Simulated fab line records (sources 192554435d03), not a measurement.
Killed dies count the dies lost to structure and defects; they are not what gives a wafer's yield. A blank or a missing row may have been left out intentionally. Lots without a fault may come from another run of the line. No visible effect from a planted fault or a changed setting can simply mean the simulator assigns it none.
Lot-split experiment	flow n5 finfet	39 wafers read across 7 lots, on a route 1938 steps long

## THE SPLIT
At N5_BEOL_M6_DEP_56 (deposits SiCN from 3MS/NH3, target thk 10 nm, time 17.5 s), the setting time s was moved away from the recipe's 17.5 s on 12 of the 39 wafers read, by -44.1% to +48.5%. This setting was run at the recipe's value on the other wafers.

The reading comes from the split's own step.

## THE READING
SiCN_of_BEOL_M6_DEP_56.thk nm (the simulator's own value, which no gauge read), in nm, at N5_BEOL_M6_DEP_56 (deposits SiCN from 3MS/NH3, target thk 10 nm, time 17.5 s). The file does not state a usual value for it. The 27 wafers here that ran the recipe average 10.0 nm, standard deviation 0.26 nm.

wafer	tool, chamber at the split	time s as run, s	against the recipe	SiCN_of_BEOL_M6_DEP_56.thk nm, nm	against lot-mates on the recipe
L074.1	pecvd-01, 2	17.5	recipe	10.2	-
L074.2	pecvd-01, 0	17.5	recipe	10	-
L074.3	pecvd-01, 1	25.98	+48.5%	14.6	+4.4
L074.4	pecvd-01, 0	25.98	+48.5%	14.8	+4.6
L074.5	pecvd-01, 1	25.98	+48.5%	15	+4.8
L074.6	pecvd-01, 2	17.5	recipe	10.4	-
L076.1	pecvd-04, 1	17.5	recipe	9.6	-
L076.2	pecvd-04, 2	11.32	-35.3%	6.2	-3.6
L076.3	pecvd-04, 1	11.32	-35.3%	6.6	-3.2
L076.4	pecvd-04, 2	17.5	recipe	9.8	-
L076.5	pecvd-04, 1	17.5	recipe	10	-
L076.6	pecvd-04, 2	11.32	-35.3%	6.4	-3.4
L080.1	pecvd-02, 1	9.782	-44.1%	5.6	-4.5
L080.6	pecvd-02, 1	9.782	-44.1%	5.6	-4.5
L080.2	pecvd-02, 0	9.782	-44.1%	5.8	-4.3
L080.3	pecvd-02, 0	17.5	recipe	10.2	-
L080.4	pecvd-02, 1,0	17.5	recipe	10	-
L080.5	pecvd-02, 1,0	17.5	recipe	10	-
L087.1	pecvd-02, 1,2,0	17.5	recipe	10	-
L087.4	pecvd-02, 1,2,0	17.5	recipe	10	-
L087.6	pecvd-02, 1,2,0	17.5	recipe	10	-
L087.2	pecvd-02, 2	17.5	recipe	9.6	-
L087.3	pecvd-02, 0	17.5	recipe	9.8	-
L087.5	pecvd-02, 1	17.5	recipe	10.2	-
L092.1	pecvd-02, 1	17.5	recipe	9.4	-
L092.2	pecvd-02, 0,2	17.5	recipe	9.6	-
L092.3	pecvd-02, 0,2	17.5	recipe	9.6	-
L092.4	pecvd-02, 1,2	13.08	-25.3%	7.2	-2.3
L092.6	pecvd-02, 1,2	13.08	-25.3%	7.2	-2.3
L092.5	pecvd-02, 0	13.08	-25.3%	7.4	-2.1
L096.2	pecvd-04, 0,1	17.5	recipe	10	-
L096.4	pecvd-04, 0,1	17.5	recipe	10	-
L096.5	pecvd-04, 0	17.5	recipe	10.2	-
L097.1	pecvd-01, 2,1	17.5	recipe	10	-
L097.3	pecvd-01, 2,1	17.5	recipe	10	-
L097.2	pecvd-01, 0,2	17.5	recipe	10.4	-
L097.5	pecvd-01, 0,2	17.5	recipe	10.4	-
L097.4	pecvd-01, 0,1	17.5	recipe	10.2	-
L097.6	pecvd-01, 0,1	17.5	recipe	10.2	-
When a row names more than one chamber, that row covers several wafers, and the file does not tell which wafer ran in which chamber.

THE FIT
A straight line over all 39 wafers: SiCN_of_BEOL_M6_DEP_56.thk nm changes by +0.1 nm for each +1% of time s; r = +0.99; the points scatter about the line by 0.24 nm.
The same after taking each lot's own level away (the mean of its wafers on the recipe; 39 wafers): +0.0961 nm for each +1%; r = +1.00; scatter 0.16 nm.
According to that fit, moving time s by its largest amount changes the reading by 4.7 nm.
The lots' own levels span 9.53 to 10.20 nm, that is 2.6 times the standard deviation above.
Consequently the slope shifts little with the lot-to-lot level, the two slopes agreeing.
Check: with one of the wafers moved furthest among these (+48.5%) left out of the fit, the line predicts +4.71 nm for it against its lot-mates. Against them it came out at +4.4 nm.

## OTHER SPLITS ON THESE WAFERS
Before the reading, these wafers also passed through other splits. Each is held against what the fit with the lots' levels taken away leaves over:
other split on the same wafers	wafers away from the commonest value	r with SiCN_of_BEOL_M6_DEP_56.thk nm (lot level and that fit taken away)
N5_ZERO_LAYER_PECVD_02 time s	15	+0.03
N5_SD_EPI_N_ETCH_16 target depth a	18	-0.20
N5_HKMG_FIN_DEVELOP_48 develop time s	18	-0.01
N5_BEOL_M0_SAQP_SPACER1_ALD_98 ald cycles	9	+0.25
N5_BEOL_M3_ETCH_70 time s	15	-0.04

## FILE'S OWN FIT
SiCN_of_BEOL_M6_DEP_56.thk nm changes by +0.0962 nm for each +1% of time s, r = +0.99.
